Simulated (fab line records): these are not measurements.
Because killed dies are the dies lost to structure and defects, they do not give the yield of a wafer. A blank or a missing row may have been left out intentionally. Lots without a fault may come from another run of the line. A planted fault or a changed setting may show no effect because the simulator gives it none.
Matching of chambers + flow nand-harc + 3 sister chambers for NHARC_P_CONTACT_DEP_30 on pecvd-01
The step deposits SiNx, target thk 30 nm. 20 wafers are shown with their chamber, then 10 later ones without.

## WAFERS WITH THEIR CHAMBER
| wafer  | chamber | heater-power-w (W) |
|--------|---------|--------------------|
| L075.1 | 2       | 780                |
| L075.3 | 0       | 585                |
| L075.5 | 1       | 752                |
| L075.2 | 1       | 753                |
| L075.4 | 0       | 594                |
| L075.6 | 2       | 801                |
| L079.1 | 0       | 651                |
| L079.2 | 2       | 843                |
| L079.6 | 2       | 851                |
| L082.1 | 0       | 640                |
| L082.3 | 1       | 843                |
| L082.6 | 2       | 701                |
| L082.2 | 2       | 716                |
| L082.4 | 1       | 883                |
| L082.5 | 0       | 662                |
| L088.1 | 2       | 772                |
| L088.3 | 0       | 648                |
| L088.4 | 2       | 779                |
| L090.2 | 1       | 778                |
| L090.4 | 0       | 642                |

SIGNATURES (means of the wafers above)
| reading        | chamber 0 | chamber 1 | chamber 2 | scatter within a chamber |
|----------------|-----------|-----------|-----------|--------------------------|
| heater-power-w | 631.71    | 801.80    | 780.38    | 47.8                     |
Rule: a wafer's distance from a chamber is the root of the sum, over the readings, of the square of ((its reading less the chamber's mean) divided by the reading's scatter). The wafer belongs to the nearest chamber; if the next one is less than 2 further off, it can't be placed. The scatter: take each reading less its chamber's mean, square it, sum over the shown wafers, divide by the number of wafers less the number of chambers, and take the root.

## WAFERS MISSING THEIR CHAMBER
| wafer  | heater-power-w (W) |
|--------|--------------------|
| L090.5 | 726                |
| L091.1 | 788                |
| L091.4 | 551                |
| L091.5 | 885                |
| L092.1 | 824                |
| L092.3 | 763                |
| L092.5 | 783                |
| L094.1 | 850                |
| L094.2 | 613                |
| L094.5 | 606                |

## THE CHAMBER EACH PASSED THROUGH
| wafer  | from the rows above          | in truth |
|--------|------------------------------|----------|
| L090.5 | can't be placed: 2 or 1 or 0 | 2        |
| L091.1 | can't be placed: 2 or 1      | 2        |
| L091.4 | 0                            | 0        |
| L091.5 | can't be placed: 1 or 2      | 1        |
| L092.1 | can't be placed: 1 or 2      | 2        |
| L092.3 | can't be placed: 2 or 1      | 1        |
| L092.5 | can't be placed: 2 or 1      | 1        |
| L094.1 | can't be placed: 1 or 2      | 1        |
| L094.2 | 0                            | 0        |
| L094.5 | 0                            | 0        |
Placed correctly: 3 of 10. Cannot be placed on the basis of these rows: 7; the candidates contain the true chamber in 7. Placed wrongly: 0.
